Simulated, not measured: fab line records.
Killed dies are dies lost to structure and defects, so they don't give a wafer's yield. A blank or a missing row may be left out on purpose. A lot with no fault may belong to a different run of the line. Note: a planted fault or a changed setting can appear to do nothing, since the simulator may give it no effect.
Matching of chambers | flow n5 finfet | N5_BEOL_M5_ETCH_75 on rie diel-03 has 4 sister chambers
The step etches underlayer in N2/H2, target depth 6.5 nm, time 5.2 s. 16 wafers are shown with their chamber, then 8 later ones without.

WAFERS, EACH WITH ITS CHAMBER
wafer  | chamber | showerhead plenum p Torr (Torr) | throttle valve pct (%) | drypump motor current A (A)
L076.1 | 0       | 2.51                            | 17.62                  | 5.59
L076.5 | 2       | 2.53                            | 18.33                  | 5.30
L076.6 | 3       | 2.52                            | 18.18                  | 5.73
L079.3 | 1       | 2.33                            | 17.51                  | 5.23
L079.4 | 0       | 2.51                            | 17.62                  | 5.52
L079.6 | 1       | 2.33                            | 17.50                  | 5.24
L080.1 | 0       | 2.51                            | 17.66                  | 5.60
L080.2 | 1       | 2.33                            | 17.55                  | 5.22
L080.6 | 1       | 2.33                            | 17.54                  | 5.23
L081.1 | 0       | 2.51                            | 17.64                  | 5.57
L081.3 | 1       | 2.33                            | 17.54                  | 5.22
L081.6 | 1       | 2.33                            | 17.54                  | 5.21
L083.1 | 0       | 2.50                            | 17.67                  | 5.59
L083.3 | 2       | 2.52                            | 18.37                  | 5.33
L083.5 | 1       | 2.32                            | 17.56                  | 5.22
L088.1 | 1       | 2.32                            | 17.54                  | 5.22

SIGNATURES (averages over the wafers above)
reading                  | chamber 0 | chamber 1 | chamber 2 | chamber 3 | scatter within a chamber
showerhead plenum p Torr | 2.5080    | 2.3275    | 2.5250    | 2.5200    | 0.00483
throttle valve pct       | 17.6420   | 17.5350   | 18.3500   | 18.1800   | 0.0218
drypump motor current A  | 5.5740    | 5.2237    | 5.3150    | 5.7300    | 0.0207
Rule: distance of a wafer from a chamber = root of the sum over the readings of ((wafer's reading minus chamber's mean) / reading's scatter) squared. The wafer belongs to the nearest chamber; if the next one is less than 2 further off, it can't be placed. The scatter: take each reading less its chamber's mean, square it, sum over the shown wafers, divide by the number of wafers less the number of chambers, and take the root.

WAFERS MISSING THEIR CHAMBER
wafer  | showerhead plenum p Torr (Torr) | throttle valve pct (%) | drypump motor current A (A)
L088.2 | 2.50                            | 17.65                  | 5.56
L088.5 | 2.50                            | 17.64                  | 5.56
L087.1 | 2.32                            | 17.57                  | 5.24
L087.5 | 2.32                            | 17.56                  | 5.24
L087.6 | 2.50                            | 17.65                  | 5.55
L096.1 | 2.50                            | 17.80                  | 5.70
L096.2 | 2.32                            | 17.59                  | 5.20
L096.3 | 2.52                            | 18.42                  | 5.33

EACH ONE'S CHAMBER
wafer  | from the rows above | in truth
L088.2 | 0                   | 0
L088.5 | 0                   | 0
L087.1 | 1                   | 1
L087.5 | 1                   | 1
L087.6 | 0                   | 0
L096.1 | 0                   | 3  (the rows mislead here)
L096.2 | 1                   | 1
L096.3 | 2                   | 2
7 of 8 placed correctly. From these rows, 0 cannot be placed. Placed wrongly: 1.
